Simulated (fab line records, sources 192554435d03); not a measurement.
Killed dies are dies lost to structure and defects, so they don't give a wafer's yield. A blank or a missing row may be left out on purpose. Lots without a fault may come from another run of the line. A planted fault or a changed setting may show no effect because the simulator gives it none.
Which tool did it? | flow n5_finfet | 9 lots, 27 wafers sampled, at 1 step of a route of 1938

WHAT THE GAUGES READ, wafer by wafer
N5_BEOL_M4_RC_MEAS_101.
lot  | measured     | on        | DIBL_N (mV/V)
L460 | day 11 03:57 | prober-01 | 35.2 35.8 37.1
L467 | day 11 18:23 | prober-02 | 35.5 35.2 36.1
L464 | day 11 20:03 | prober-01 | 36.5 34.5 36.1
L465 | day 12 08:26 | prober-01 | 36.2 36.7 35.9
L472 | day 13 05:46 | prober-02 | 39.8 34.7 37.9
L473 | day 13 16:05 | prober-02 | 39.1 38.5 39.0
L474 | day 13 23:15 | prober-02 | 35.5 38.6 36.9
L475 | day 14 19:29 | prober-01 | 36.1 37.3 33.1
L476 | day 14 23:20 | prober-02 | 37.0 32.8 32.9

WHICH TOOL RAN EACH LOT (tool, then ch and the chambers of the sampled wafers, then the start)
The record holds no process step before these readings.

THE ANSWER, worked out from the rows above alone
Rule: what is usual is taken from the lots themselves. Put in order of their means at a reading, lots are off if they are a third of the lots or fewer, leave a main group of 4 or more, and stand apart from it by a gap of 3 or more times the standard deviation of the main group's means; of several such gaps the widest counts. A main group whose means are all the same, to the digits that the tables above print for the reading, isn't used. A lot without any number at a reading at which 4 lots or more have one is off too. The other lots that the step has rows for count as sound.
No lot is off at any reading shown: from this, nothing can be told.

WHAT THE SIMULATOR HAD PUT IN
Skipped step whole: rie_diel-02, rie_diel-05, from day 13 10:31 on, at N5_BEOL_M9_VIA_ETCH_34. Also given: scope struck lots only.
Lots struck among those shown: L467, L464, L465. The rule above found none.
